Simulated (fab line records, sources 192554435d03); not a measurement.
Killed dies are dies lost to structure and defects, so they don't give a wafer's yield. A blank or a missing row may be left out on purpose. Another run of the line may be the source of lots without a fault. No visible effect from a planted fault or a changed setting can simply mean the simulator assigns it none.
The tool behind it: which one? -- flow n5_finfet -- Sampling: 12 lots, 36 wafers, 3 of 1938 route steps

== WHAT THE GAUGES SHOWED, per wafer ==
N5_BEOL_M12_INSPECT_55: inspects for defects (darkfield).
lot,measured,on,raw_defect_count
L076,day 10 20:02,defect_inspect-01,60 56 43
L077,day 11 03:10,defect_inspect-01,80 67 63
L079,day 12 09:28,defect_inspect-02,89 91 124
L081,day 12 16:01,defect_inspect-02,59 31 31
L082,day 13 08:52,defect_inspect-01,59 85 72
L085,day 13 20:49,defect_inspect-01,40 61 79
L089,day 14 12:21,defect_inspect-02,59 35 73
L088,day 15 03:17,defect_inspect-01,57 65 49
L092,day 15 10:11,defect_inspect-02,41 40 47
L093,day 16 10:29,defect_inspect-02,111 94 108
L097,day 16 15:25,defect_inspect-01,122 136 79
L096,day 16 21:57,defect_inspect-01,98 83 67

== EACH LOT AND THE TOOL THAT RAN IT (in order: tool; ch and the chambers of the sampled wafers; start) ==
lot,N5_BEOL_M12_ANNEAL_48,N5_BEOL_M12_DEP_53
L076,"rtp_anneal-01 ch 0, day 10 19:17","pecvd-01 ch 0,1, day 10 19:58"
L077,"rtp_anneal-01 ch 0, day 11 02:28","pecvd-03 ch 0,1,2, day 11 03:05"
L079,"rtp_anneal-02 ch 0, day 12 08:44","pecvd-03 ch 0,1,2, day 12 09:23"
L081,"rtp_anneal-01 ch 0, day 12 15:22","pecvd-04 ch 1,2, day 12 15:56"
L082,"rtp_anneal-02 ch 0, day 13 08:04","pecvd-03 ch 0,2, day 13 08:47"
L085,"rtp_anneal-01 ch 0, day 13 20:04","pecvd-04 ch 0,1, day 13 20:43"
L089,"rtp_anneal-01 ch 0, day 14 11:37","pecvd-03 ch 0,2, day 14 12:16"
L088,"rtp_anneal-02 ch 0, day 15 02:33","pecvd-04 ch 0,2, day 15 03:12"
L092,"rtp_anneal-01 ch 0, day 15 09:28","pecvd-03 ch 0,2, day 15 10:05"
L093,"rtp_anneal-01 ch 0, day 16 09:44","pecvd-03 ch 1,2, day 16 10:24"
L097,"rtp_anneal-01 ch 0, day 16 14:40","pecvd-03 ch 0,1,2, day 16 15:20"
L096,"rtp_anneal-02 ch 0, day 16 21:13","pecvd-03 ch 0,1,2, day 16 21:52"
- N5_BEOL_M12_ANNEAL_48: time 90 s.
- N5_BEOL_M12_DEP_53: deposits SiCN from 3MS/NH3, target thk 30 nm, time 10.5 s.

== THE ANSWER, worked out from the rows above alone ==
Rule: the usual values come from the lots themselves. The widest of any qualifying gaps counts: lots, ordered by their means at a reading, are off when they make up no more than a third of the lots, leave a main group of 4 or more, and stand apart from it by 3 or more times the standard deviation of that group's means. If all means in a main group match to the digits the tables above print for the reading, that group is not used. A lot without any number at a reading at which 4 lots or more have one is off too. The other lots that the step has rows for count as sound.
Across all readings shown, no lot is off: no conclusion can be drawn from this.

== WHAT THE SIMULATOR HAD INSERTED ==
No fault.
